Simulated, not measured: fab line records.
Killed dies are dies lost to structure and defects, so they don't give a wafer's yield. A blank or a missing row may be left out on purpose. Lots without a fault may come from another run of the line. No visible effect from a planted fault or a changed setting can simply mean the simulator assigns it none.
Comparing a struck lot with a sound one + flow n5 finfet + 39 steps out of a route of 1938
Sound: wafers L964.1, L964.4, L964.5. Wafers struck: L971.1, L971.3, L971.4. The cause is given at the end.
For every step that has rows: the tool of each side, followed by ch and its chambers, followed by its first start. Under that, the readings that differ: sound wafers + struck wafers + difference of the means + sigmas: that difference in standard deviations of wafers without a fault.
alike: same words and numbers on both sides, and readings whose means sit less than 2 such deviations apart. not compared: any withheld reading, any reading some wafer has no value for, any bound like >300 that may hide the same value, and any number with overlapping values for which the record gives no deviation.
Wherever a step has rows on one side only, a row that says differs or no value, or a row with sigmas, the two part there. When numbers do not overlap yet have no deviation, they are printed without sigmas and do not part them. A reading that every wafer of one side lacks parts them only if that side has two wafers or more.

first, 9 steps without rows for these wafers: N5_GATE_CUT_CMP_23 (polishes, stops on SiO2, t overpolish 23.4 s, target thk 16 nm); N5_GATE_CUT_CMP_43 (polishes SiO2); N5_GATE_CUT_CMP_61 (polishes, stops on SiNx, t overpolish 3 s); N5_MOL_CONTACT_COAG_COAT_103 (time 60 s, resist thk 80 nm); N5_MOL_CONTACT_COAG_COAT_104 (time 60 s, resist thk 12 nm); N5_MOL_CONTACT_COAG_COAT_58 (time 60 s, resist thk 10 nm); N5_MOL_CONTACT_COAG_COAT_02 (resist thk 30 nm); N5_MOL_CONTACT_COAG_EBR_04; N5_MOL_CONTACT_COAG_SOFTBAKE_03 (time 60 s).
N5_MOL_CONTACT_COAG_EXPOSE_05: exposes mask CA, defocus 0 nm.
  sound on euv scanner-01 ch 0, day 4 20:56; struck on euv scanner-01 ch 0, day 6 08:40
| reading              | sound             | struck            | difference | sigmas |
|----------------------|-------------------|-------------------|------------|--------|
| exposure dose mJ cm2 | 38.27 38.20 38.31 | 38.99 38.97 39.01 | +0.73      | +20    |
  alike: mask
then, 2 steps without rows for these wafers: N5_MOL_CONTACT_COAG_PEB_06 (peb time 60 s); N5_MOL_CONTACT_COAG_DEVELOP_07 (develop time 30 s).
N5_MOL_CONTACT_COAG_CD_MEAS_08: the cd target is 28 nm.
  sound on cd sem-01 ch 0, day 4 21:04; struck on cd sem-01 ch 0, day 6 08:47
| reading    | sound             | struck            | difference | sigmas |
|------------|-------------------|-------------------|------------|--------|
| cd nm (nm) | 27.96 28.28 28.38 | 22.78 26.41 27.39 | -2.68      | -11    |
then, 1 step without rows for these wafers: N5_MOL_CONTACT_COAG_DESCUM_13 (chemistry O2, time 7 s).
N5_MOL_CONTACT_COAG_ETCH_59: etches underlayer in N2/H2, target depth 13 nm, time 10.4 s.
  sound on rie diel-05 ch 0,2,3, day 4 21:13; struck on rie diel-02 ch 0,1,3, day 6 09:00
| reading                                  | sound | struck       | difference | sigmas |
|------------------------------------------|-------|--------------|------------|--------|
| model.MOL_CONTACT_COAG.cd offset nm (nm) | 0 0 0 | -5.6 -2 -0.4 | -2.7       |        |
  alike: chamber pressure mTorr, drypump motor current A, etch rf on time s, oes product au, rf vpp V, showerhead plenum p Torr, throttle valve pct
  not compared: rf hours counter h
then, 7 steps without rows for these wafers: N5_MOL_CONTACT_COAG_ETCH_105 (etches SiARC in CF4, target depth 15.6 nm, time 26 s); N5_MOL_CONTACT_COAG_ETCH_106 (etches SOC in N2/H2, target depth 80 nm, overetch 16 nm, time 120 s); N5_MOL_CONTACT_COAG_STRIP_107 (strips in N2/H2); N5_MOL_CONTACT_COAG_STRIP_108 (strips in N2/H2); N5_MOL_CONTACT_COAG_CONTACT_ETCH_14 (etches SiO2 in C4F6/O2, target depth 27.5 nm, overetch 8.5 nm, time 20 s); N5_MOL_CONTACT_COAG_STRIP_109 (strips in C4F6/O2); N5_MOL_CONTACT_COAG_ETCH_15 (etches SiNx in CH3F/O2, stops on Si:P, target depth 7 nm).
N5_MOL_CONTACT_COAG_ETCH_110: etches Si in CF4/O2, target depth 2.5 nm, time 8 s.
  sound on rie diel-05 ch 0,2,3, day 4 21:28; struck on rie diel-02 ch 0,1,3, day 6 09:15
| reading                                  | sound     | struck         | difference | sigmas |
|------------------------------------------|-----------|----------------|------------|--------|
| model.MOL_CONTACT_COAG.cd offset nm (nm) | 0 0.2 0.2 | -5.8 -2.2 -0.4 | -2.9       |        |
  alike: chamber pressure mTorr, drypump motor current A, oes product au, rf vpp V, showerhead plenum p Torr, throttle valve pct
  not compared: rf hours counter h
then, 1 step without rows for these wafers: N5_MOL_CONTACT_COAG_STRIP_98 (strips in N2/H2).
N5_MOL_CONTACT_COAG_CD_MEAS_99: the cd target is 17.2 nm.
  sound on cd sem-02 at day 4 21:35; struck on cd sem-02 at day 6 09:22
| reading    | sound             | struck            | difference | sigmas |
|------------|-------------------|-------------------|------------|--------|
| cd nm (nm) | 17.24 17.46 17.07 | 11.63 15.24 16.71 | -2.73      | -10    |
then, 12 steps without rows for these wafers: N5_MOL_CONTACT_COAG_IMPLANT_129; N5_MOL_CONTACT_COAG_PRECLEAN_111 (cleans in NF3:NH3, afs cycles 1, time 20 s, sublimation time 60 s); N5_MOL_CONTACT_COAG_TI_SIL_19 (material Ti, target thk 4.2 nm, time 15 s); N5_MOL_CONTACT_COAG_ALD_20 (deposits TiN, target thk 1.5 nm, pulse time 1 s, purge time 3 s); N5_MOL_CONTACT_COAG_SIL_ANNEAL_21 (time 60 s); N5_MOL_CONTACT_COAG_PRE_CLEAN_141 (time 60 s); N5_MOL_CONTACT_COAG_SPUTTER_143 (material Co, target thk 2.5 nm); N5_MOL_CONTACT_COAG_CO_FILL_22 (material Co, precursor CCTBA/H2, target thk 20 nm); N5_MOL_CONTACT_COAG_ANNEAL_113 (time 300 s); N5_MOL_CONTACT_COAG_PRE_CLEAN_142 (time 60 s); N5_MOL_CONTACT_COAG_SPUTTER_130 (material Co, target thk 47.5 nm); N5_MOL_CONTACT_COAG_PRECLEAN_125 (cleans in DIW, time 57.5 s).
-- a jump in the record: the struck wafers' starts before and after are 4 days apart (it breaks off in module MOL_CONTACT_COAG and resumes in module BEOL_M4, where the first step shown is number 1111 of the route) --
N5_BEOL_M4_RC_MEAS_101:
  sound on prober-01 ch 0, day 8 16:07; struck on prober-02 ch 0, day 10 09:38
| reading             | sound             | struck      | difference | sigmas |
|---------------------|-------------------|-------------|------------|--------|
| RC_DENSE_N (ohm.um) | 18.94 18.87 18.84 | 22.71 19.63 | +2.29      | +8     |
| RC_DENSE_P (ohm.um) | 23.6 23.2 23.6    | 28.6 24.8   | +3.2       | +9     |
| RC_N (ohm.um)       | 15.42 15.35 15.35 | 18.36 15.98 | +1.80      | +8     |
| RC_P (ohm.um)       | 19.2 19.2 19.3    | 23.2 20.1   | +2.4       | +8     |
  alike: DIBL_N, DIBL_P, IOFF_N, IOFF_P, ION_N, ION_P, SS_N, SS_P, VT_N, VT_P
-- a jump in the record: the struck wafers' starts before and after are 4 days apart (it breaks off in module BEOL_M4 and resumes in module PASSIVATION, where the first step shown is number 1936 of the route) --
N5_PASSIVATION_PROBE_49:
  rows exist in the record for the struck wafers here (prober-01, day 14 21:27), but not for the sound ones

WHERE THEY PART
Last at N5_PASSIVATION_PROBE_49 as far as this record goes, first at N5_MOL_CONTACT_COAG_EXPOSE_05.

WHY: whatever the simulator had introduced
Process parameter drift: euv scanner-01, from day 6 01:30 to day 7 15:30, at N5_MOL_CONTACT_COAG_EXPOSE_05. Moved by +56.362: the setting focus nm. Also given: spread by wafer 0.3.
